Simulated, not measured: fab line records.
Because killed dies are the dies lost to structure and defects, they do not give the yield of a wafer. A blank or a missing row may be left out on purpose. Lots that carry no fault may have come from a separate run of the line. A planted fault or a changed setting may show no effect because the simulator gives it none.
Which tool was responsible? | flow n5Finfet | 27 wafers from 9 lots sampled at 6 of the route's 1938 steps

WHAT THE GAUGES SHOWED, per wafer
N5_FIN_SAQP_CD_MEAS_27: target cd 20 nm. Usual: cdNm at 20.28 nm, with a standard deviation of 0.22.
lot  | measured    | on       | cdNm (nm)         | flag
L655 | day 2 00:04 | cdSem-03 | 19.92 20.18 19.98 | 
L659 | day 3 00:47 | cdSem-02 | 20.09 32.41 20.28 | OFF
L661 | day 3 12:34 | cdSem-02 | 20.56 20.71 32.00 | OFF
L671 | day 5 23:34 | cdSem-02 | 20.23 20.27 20.07 | 
L672 | day 6 05:43 | cdSem-02 | 20.17 19.84 20.60 | 
L675 | day 7 02:03 | cdSem-03 | 20.20 20.10 20.44 | 
L676 | day 7 06:59 | cdSem-01 | 19.68 20.29 20.07 | 
L677 | day 7 11:50 | cdSem-02 | 20.29 20.29 19.95 | 
L678 | day 7 18:10 | cdSem-01 | 20.64 20.46 20.82 | 

N5_BEOL_M4_RC_MEAS_101. Usual: DIBL_N 36.5 mV/V, standard deviation 1.4; DIBL_P 36.5 mV/V, standard deviation 1.6; IOFF_N 0.163 nA/um, standard deviation 0.022; IOFF_P 0.219 nA/um, standard deviation 0.029; ION_N 675 uA/um, standard deviation 8.3; ION_P 464 uA/um, standard deviation 6.2; SS_N 71.5 mV/dec, standard deviation 0.52; SS_P 73.4 mV/dec, standard deviation 0.57; VT_N 249.7 mV, standard deviation 2.6; VT_P -250 mV, standard deviation 3.
lot  | measured     | on        | DIBL_N (mV/V)  | DIBL_P (mV/V)  | IOFF_N (nA/um)    | IOFF_P (nA/um)    | ION_N (uA/um) | ION_P (uA/um) | SS_N (mV/dec)  | SS_P (mV/dec)  | VT_N (mV)         | VT_P (mV)      | flag
L655 | day 7 20:59  | prober-02 | 35.8 38.3 36.7 | 35.3 37.5 37.0 | 0.140 0.177 0.152 | 0.185 0.224 0.201 | 661 671 670   | 459 462 465   | 71.2 72.1 71.2 | 72.5 73.1 72.9 | 250.8 248.6 249.0 | -250 -247 -249 | 
L659 | day 9 19:38  | prober-02 | 38.0 37.7      | 38.5 38.7      | 0.187 0.194       | 0.234 0.236       | 682 687       | 462 461       | 72.1 72.0      | 74.0 73.9      | 247.6 246.8       | -249 -251      | 
L661 | day 9 16:14  | prober-02 | 33.4 35.9      | 33.0 36.4      | 0.120 0.169       | 0.162 0.212       | 675 688       | 459 473       | 71.2 72.3      | 72.3 73.6      | 252.0 247.8       | -251 -249      | 
L671 | day 11 22:12 | prober-02 | 35.7 33.7 35.3 | 36.0 32.7 35.5 | 0.149 0.110 0.152 | 0.210 0.162 0.212 | 663 665 682   | 454 457 468   | 70.7 70.4 71.2 | 72.8 72.7 73.4 | 249.4 255.0 249.5 | -250 -256 -247 | 
L672 | day 12 07:55 | prober-02 | 37.0 37.5 37.3 | 38.0 37.7 37.9 | 0.185 0.187 0.180 | 0.256 0.247 0.249 | 686 677 680   | 470 460 467   | 71.1 72.3 71.8 | 73.8 73.7 73.4 | 248.4 250.2 248.8 | -249 -247 -246 | 
L675 | day 13 02:41 | prober-02 | 38.5 38.7 38.1 | 38.0 37.9 37.6 | 0.175 0.184 0.174 | 0.240 0.244 0.248 | 681 666 685   | 464 460 471   | 71.3 71.4 71.4 | 74.3 74.3 74.0 | 250.5 248.6 247.6 | -247 -248 -247 | 
L676 | day 13 10:22 | prober-01 | 35.9 34.6 36.0 | 37.2 35.2 37.6 | 0.158 0.136 0.166 | 0.203 0.166 0.203 | 675 668 682   | 467 458 463   | 71.4 70.9 71.8 | 73.2 73.3 73.5 | 251.6 251.9 249.8 | -253 -258 -252 | 
L677 | day 13 22:22 | prober-02 | 35.7 33.3 35.0 | 37.9 34.6 36.6 | 0.170 0.127 0.151 | 0.230 0.184 0.217 | 681 675 675   | 472 467 465   | 72.5 71.0 71.1 | 73.4 72.6 73.3 | 250.1 252.1 250.0 | -248 -251 -249 | 
L678 | day 14 04:43 | prober-02 | 36.6 37.2 34.9 | 35.7 36.7 33.8 | 0.149 0.164 0.132 | 0.218 0.243 0.196 | 661 665 667   | 460 458 467   | 71.8 72.8 71.7 | 73.4 73.9 72.7 | 251.6 250.0 254.0 | -250 -248 -251 | 

WHICH TOOL RAN EACH LOT (tool, then ch and the chambers of the sampled wafers, then the start)
lot  | N5_FIN_SAQP_PECVD_06           | N5_FIN_SAQP_SPACER1_ALD_24      | N5_FIN_SAQP_ETCH_69              | N5_FIN_SAQP_ETCH_67
L655 | pecvd-01 ch 0,1, day 1 21:13   | aldSin-02 ch 0,1,3, day 1 23:05 | rieDiel-05 ch 0,2, day 2 00:47   | rieDiel-05 ch 0,2, day 2 00:51
L659 | pecvd-04 ch 0,1,2, day 2 21:10 | aldSin-02 ch 0,1,2, day 2 23:52 | rieDiel-02 ch 2,3, day 3 01:30   | rieDiel-02 ch 2,3, day 3 01:34
L661 | pecvd-02 ch 1,2, day 3 09:32   | aldSin-02 ch 0,2,3, day 3 11:31 | rieDiel-01 ch 1,2,3, day 3 13:37 | rieDiel-01 ch 1,2,3, day 3 13:41
L671 | pecvd-01 ch 0,1, day 5 20:39   | aldSin-01 ch 0,1,2, day 5 22:39 | rieDiel-05 ch 0,2,3, day 6 00:17 | rieDiel-05 ch 0,2,3, day 6 00:21
L672 | pecvd-02 ch 1,2, day 6 02:52   | aldSin-03 ch 0,1,3, day 6 04:47 | rieDiel-05 ch 0,2, day 6 06:26   | rieDiel-05 ch 0,2, day 6 06:30
L675 | pecvd-04 ch 0,1, day 6 23:26   | aldSin-01 ch 0,1,2, day 7 01:08 | rieDiel-05 ch 1,2, day 7 02:47   | rieDiel-05 ch 1,2, day 7 02:50
L676 | pecvd-04 ch 0,1,2, day 7 03:12 | aldSin-01 ch 0,2,3, day 7 06:01 | rieDiel-02 ch 0,2,3, day 7 07:47 | rieDiel-02 ch 0,2,3, day 7 07:51
L677 | pecvd-04 ch 0,1,2, day 7 09:15 | aldSin-03 ch 0,2,3, day 7 10:55 | rieDiel-01 ch 0,1,3, day 7 12:33 | rieDiel-01 ch 0,1,3, day 7 12:37
L678 | pecvd-02 ch 0,2, day 7 15:26   | aldSin-01 ch 1,2, day 7 17:15   | rieDiel-05 ch 0,2,3, day 7 18:53 | rieDiel-05 ch 0,2,3, day 7 18:56
- N5_FIN_SAQP_PECVD_06: deposits a-Si from SiH4/He, target thk 60 nm, time 48.1 s.
- N5_FIN_SAQP_SPACER1_ALD_24: deposits SiO2, target thk 20.3 nm, pulse time 1 s, purge time 2 s.
- N5_FIN_SAQP_ETCH_69: etches SOC in N2/H2, stops on SiNx, target depth 150 nm.
- N5_FIN_SAQP_ETCH_67: etches SiNx in CH3F/O2, target depth 30 nm.

WHAT THE TOOLS THEMSELVES READ (means of the sampled wafers that have a number; where no wafer has one, the mark that the record gives instead)
N5_FIN_SAQP_PECVD_06. Usual: heaterPowerW 848 W, standard deviation 87; showerheadPlenumPTorr 5.66 Torr, standard deviation 0.04; showerheadVppV 624 V, standard deviation 21; throttleValvePct 18.2 %, standard deviation 0.99.
lot  | tool     | heaterPowerW (W) | showerheadPlenumPTorr (Torr) | showerheadVppV (V) | throttleValvePct (%) | flag
L655 | pecvd-01 | 819              | 5.62                         | 621                | 18.3                 | 
L659 | pecvd-04 | 875              | 5.69                         | 630                | 18.0                 | 
L661 | pecvd-02 | 935              | 5.61                         | 609                | 18.4                 | 
L671 | pecvd-01 | 850              | 5.61                         | 624                | 18.3                 | 
L672 | pecvd-02 | 880              | 5.65                         | 623                | 18.4                 | 
L675 | pecvd-04 | 761              | 5.68                         | 635                | 18.4                 | 
L676 | pecvd-04 | 876              | 5.68                         | 632                | 18.0                 | 
L677 | pecvd-04 | 849              | 5.68                         | 629                | 18.1                 | 
L678 | pecvd-02 | 915              | 5.60                         | 598                | 18.4                 | 

N5_FIN_SAQP_SPACER1_ALD_24. Usual: heaterPowerW 468 W, standard deviation 39; precursorPulseHeightRel 0.997, standard deviation 0.018.
lot  | tool      | heaterPowerW (W) | precursorPulseHeightRel | flag
L655 | aldSin-02 | 450              | 0.986                   | 
L659 | aldSin-02 | 423              | 0.993                   | 
L661 | aldSin-02 | 440              | 0.993                   | 
L671 | aldSin-01 | 479              | 0.992                   | 
L672 | aldSin-03 | 477              | 0.991                   | 
L675 | aldSin-01 | 479              | 0.987                   | 
L676 | aldSin-01 | 503              | 0.987                   | 
L677 | aldSin-03 | 492              | 0.994                   | 
L678 | aldSin-01 | 467              | 1.002                   | 

N5_FIN_SAQP_ETCH_69. Usual: drypumpMotorCurrentA 5.6 A, standard deviation 0.46; oesProductAu 0.74 a.u., standard deviation 0.053; rfVppV 240.1 V, standard deviation 0.98; showerheadPlenumPTorr 2.51 Torr, standard deviation 0.035; throttleValvePct 17.88 %, standard deviation 0.21.
lot  | tool       | drypumpMotorCurrentA (A) | oesProductAu (a.u.) | rfVppV (V) | showerheadPlenumPTorr (Torr) | throttleValvePct (%) | flag
L655 | rieDiel-05 | 5.1                      | 0.75                | 239.2      | 2.49                         | 17.82                | 
L659 | rieDiel-02 | 6.0                      | 0.77                | 240.3      | 2.56                         | 18.00                | 
L661 | rieDiel-01 | 5.4                      | 0.73                | 240.2      | 2.52                         | 18.01                | 
L671 | rieDiel-05 | 5.3                      | 0.71                | 239.9      | 2.49                         | 17.95                | 
L672 | rieDiel-05 | 5.1                      | 0.71                | 239.9      | 2.47                         | 17.88                | 
L675 | rieDiel-05 | 5.5                      | 0.71                | 239.5      | 2.46                         | 17.89                | 
L676 | rieDiel-02 | 5.9                      | 0.76                | 240.6      | 2.52                         | 17.88                | 
L677 | rieDiel-01 | 5.7                      | 0.76                | 239.8      | 2.51                         | 17.81                | 
L678 | rieDiel-05 | 5.3                      | 0.70                | 239.8      | 2.49                         | 17.97                | 

N5_FIN_SAQP_ETCH_67. Usual: drypumpMotorCurrentA 5.6 A, standard deviation 0.46; oes_o_777_au 0.74 a.u., standard deviation 0.051; oesProductAu 0.74 a.u., standard deviation 0.056; rfVppV 297.3 V, standard deviation 2.3; showerheadPlenumPTorr 1.974 Torr, standard deviation 0.03; throttleValvePct 16.44 %, standard deviation 0.22.
lot  | tool       | drypumpMotorCurrentA (A) | oes_o_777_au (a.u.) | oesProductAu (a.u.) | rfVppV (V) | showerheadPlenumPTorr (Torr) | throttleValvePct (%) | flag
L655 | rieDiel-05 | 5.1                      | 0.75                | 0.76                | 296.6      | 1.947                        | 16.32                | 
L659 | rieDiel-02 | 6.0                      | 0.78                | 0.78                | 294.9      | 2.016                        | 16.57                | 
L661 | rieDiel-01 | 5.4                      | 0.73                | 0.73                | 297.3      | 1.985                        | 16.55                | 
L671 | rieDiel-05 | 5.3                      | 0.71                | 0.71                | 296.3      | 1.960                        | 16.50                | 
L672 | rieDiel-05 | 5.1                      | 0.73                | 0.72                | 295.9      | 1.935                        | 16.39                | 
L675 | rieDiel-05 | 5.4                      | 0.73                | 0.72                | 298.4      | 1.930                        | 16.44                | 
L676 | rieDiel-02 | 5.9                      | 0.77                | 0.77                | 296.0      | 1.985                        | 16.47                | 
L677 | rieDiel-01 | 5.7                      | 0.76                | 0.77                | 299.3      | 1.971                        | 16.32                | 
L678 | rieDiel-05 | 5.3                      | 0.71                | 0.71                | 296.2      | 1.955                        | 16.53                | 

THE ANSWER, worked out from the rows above alone
Rule: take the mean of a lot's wafers that have a number; if it is more than 3 standard deviations from the usual mean, the lot is off. Also off: a lot with no number at a reading for which 4 or more lots have one. Where the step has rows for the other lots, those lots are counted as sound. First the gauges in route order, then the tools' own readings, where a lot's mean is used as printed above. At the first step where some lot is off, the reading lying furthest off is the one used; lots without a number count as furthest.
Off: L659, L661, at N5_FIN_SAQP_CD_MEAS_27 (cdNm).
If a tool, at a process step before that reading, ran all the lots that are off and no sound lot after the first of them, it fits. Those tools and the gauges at N5_FIN_SAQP_CD_MEAS_27 are tried in the same way. One candidate fits, namely aldSin-02 at N5_FIN_SAQP_SPACER1_ALD_24. Its last sound lot is L655 (day 1 23:05), its first lot that is off L659 (day 2 23:52): a fault that began between those two fits.

WHAT WAS PUT IN BY THE SIMULATOR
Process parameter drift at N5_FIN_SAQP_SPACER1_ALD_24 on aldSin-02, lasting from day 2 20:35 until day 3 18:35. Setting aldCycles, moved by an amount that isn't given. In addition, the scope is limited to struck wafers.
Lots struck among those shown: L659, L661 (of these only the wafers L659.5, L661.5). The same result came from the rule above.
